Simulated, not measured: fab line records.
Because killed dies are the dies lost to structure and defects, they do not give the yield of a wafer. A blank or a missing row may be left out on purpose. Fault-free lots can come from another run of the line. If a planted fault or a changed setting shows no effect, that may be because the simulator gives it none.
Comparing a struck lot with a sound one || flow n5_finfet || 37 out of 1938 route steps
Sound: wafers L617.1, L617.2, L617.3. Struck: wafer L609.3 (left out: L609.4, a lot-mate that was not struck); the cause follows at the end.
At each step with rows: each side's tool, then ch and its chambers, then its first start. Under that, the readings that differ: sound wafers || struck wafers || difference of the means || sigmas: that difference in standard deviations of wafers without a fault.
alike: readings whose means differ by less than 2 such deviations, and words and numbers that are the same on both sides. not compared: withheld readings, readings that some wafer has no value for, bounds like >300 that may hide the same value, and numbers for which the record gives no deviation and whose values overlap.
A row with sigmas, a row that says differs or no value, or rows on one side alone: a step with any of these is where the two part. Non-overlapping numbers with no deviation appear without sigmas and do not part them. Lack of a reading on every wafer of one side parts them only where that side has two or more wafers.

first, 12 steps without rows for these wafers: N5_SD_EPI_P_STRIP_38 (strips in N2/H2); N5_SD_EPI_P_ETCHBACK_46 (etches SiNx in CH3F/O2, stops on SiO2, target depth 17.5 nm); N5_SD_EPI_P_ETCH_47 (etches SiOCN in CH3F/O2, target depth 25 nm); N5_SD_EPI_P_ETCH_16 (etches SiO2 in CHF3/O2, target depth 5 nm); N5_SD_EPI_P_STRIP_50 (strips in CHF3/O2); N5_SD_EPI_P_SD_RECESS_17 (chemistry HBr/Cl2/O2, target depth 39.1 nm, bt time 3 s); N5_SD_EPI_P_WET_ETCH_45 (etches SiO2 in dHF, time 10.7 s, target depth 2 nm, rinse time 30 s); N5_SD_EPI_P_STRIP_40 (strips in N2/H2); N5_SD_EPI_P_PRECLEAN_52 (cleans in O3/DIW, time 60 s); N5_SD_EPI_P_SRD_20 (time 30 s); N5_SD_EPI_P_PRECLEAN_51 (cleans in NF3:NH3, afs cycles 1, time 20 s, sublimation time 60 s); N5_SD_EPI_P_VAPOR_ETCH_44 (etches SiGe30 in NF3/Ar, time 3.3 s).
N5_SD_EPI_P_EPI_21: deposits SiGe:B, time 355 s.
  sound on epi_rpcvd-01 ch 0, day 8 19:17; struck on epi_rpcvd-01 ch 0, day 6 13:43
{"reading": "model.SiGe-B_of_SD_EPI_P_EPI_21.thk_nm (nm)", "sound": "60.8 60.4 61", "struck": 67.8, "difference": "+7.1", "sigmas": ""}
N5_SD_EPI_P_EPI_MEAS_23:
  sound on film_metro-02 at day 8 21:29; struck on film_metro-01 at day 6 15:40
{"reading": "thk_nm (nm)", "sound": "60.6 62.2 60.2", "struck": 67.4, "difference": "+6.4", "sigmas": "+5"}
then, 8 steps without rows for these wafers: N5_SD_EPI_P_HM_STRIP_48 (strips SiNx in H3PO4, material SiNx, target depth 3 nm); N5_SD_EPI_P_SRD_49 (time 30 s); N5_SD_EPI_P_PRECLEAN_24 (cleans in O3/DIW, time 45 s); N5_SD_EPI_P_PRECLEAN_32 (cleans in dHF, time 10 s); N5_SD_EPI_P_PRECLEAN_33 (cleans in SC2, time 45 s); N5_SD_EPI_P_SRD_25 (time 30 s); N5_SD_ACTIVATION_RTA_00 (time 0 s); N5_SD_ACTIVATION_LSA_01 (time 0.0008 s).
N5_SD_ACTIVATION_RS_MEAS_03: measurement is done with a four-point probe.
  sound on film_metro-01 at day 8 22:06; struck on film_metro-01 at day 6 16:19
{"reading": "RS_SD_P (ohm/sq)", "sound": "56.1 56.1 55.6", "struck": 50.3, "difference": -5.6, "sigmas": -7}
  alike: RS_SD_N
then, 12 steps without rows for these wafers: N5_ILD0_LINER_00 (material SiNx, target thk 4 nm, pulse time 1 s, purge time 2 s); N5_ILD0_FCVD_FILL_01 (material SiO2 flowable, target thk 200 nm, time 328.3 s); N5_ILD0_CURE_02 (time 1800 s); N5_ILD0_CMP_03 (polishes, stops on SiNx, t overpolish 1.9 s, target thk 197.38 nm); N5_ILD0_CMP_07 (polishes SiO2 flowable, stops on poly-Si, t overpolish 1.18 s, target thk 138.88 nm); N5_ILD0_PRECLEAN_10 (cleans in NF3:NH3, afs cycles 5, time 20 s, sublimation time 60 s); N5_ILD0_ALD_15 (deposits SiNx, target thk 24 nm, pulse time 1 s, ald cycles 480); N5_ILD0_CMP_12 (polishes SiNx, stops on poly-Si, t overpolish 6 s, target thk 17.67 nm); N5_SDB_HM_DEP_00 (deposits SiNx from SiH4/NH3/N2, target thk 40 nm, time 35.3 s); N5_SDB_COAT_03 (time 60 s, resist thk 100 nm); N5_SDB_COAT_04 (time 60 s, resist thk 18 nm); N5_SDB_COAT_05 (resist thk 90 nm).
N5_MOL_CONTACT_COAG_ETCH_110: etches Si in CF4/O2, target depth 2.5 nm, time 8 s.
  sound on rie_diel-04 ch 1,2,3, day 10 06:14; struck on rie_diel-04 ch 2, day 7 22:19
{"reading": "model.SiGe-B_of_SD_EPI_P_EPI_21.thk_nm (nm)", "sound": "57.8 57.6 58", "struck": 64.6, "difference": "+6.8", "sigmas": ""}
  alike: drypump_motor_current_A, oes_product_au, rf_vpp_V, showerhead_plenum_p_Torr, throttle_valve_pct
  not compared: rf_hours_counter_h
-- record jumps: 6 days separate the struck wafers' starts on either side; left off in module MOL_CONTACT_COAG, taken up again in module BEOL_M4, whose first shown step is the route's number 1111 --
N5_BEOL_M4_RC_MEAS_101:
  sound on prober-01 ch 0, day 15 15:08; struck on prober-01 ch 0, day 13 17:22
{"reading": "RS_SD_P (ohm/sq)", "sound": "66.0 66.4 66.0", "struck": 59.3, "difference": -6.8, "sigmas": -7}
  alike: DIBL_N, DIBL_P, IOFF_N, IOFF_P, ION_N, ION_P, SS_N, SS_P, VT_N, VT_P

== WHERE THEY PART ==
First at N5_SD_EPI_P_EPI_MEAS_23; last, within this record, at N5_BEOL_M4_RC_MEAS_101.

WHY: what the simulator had put in
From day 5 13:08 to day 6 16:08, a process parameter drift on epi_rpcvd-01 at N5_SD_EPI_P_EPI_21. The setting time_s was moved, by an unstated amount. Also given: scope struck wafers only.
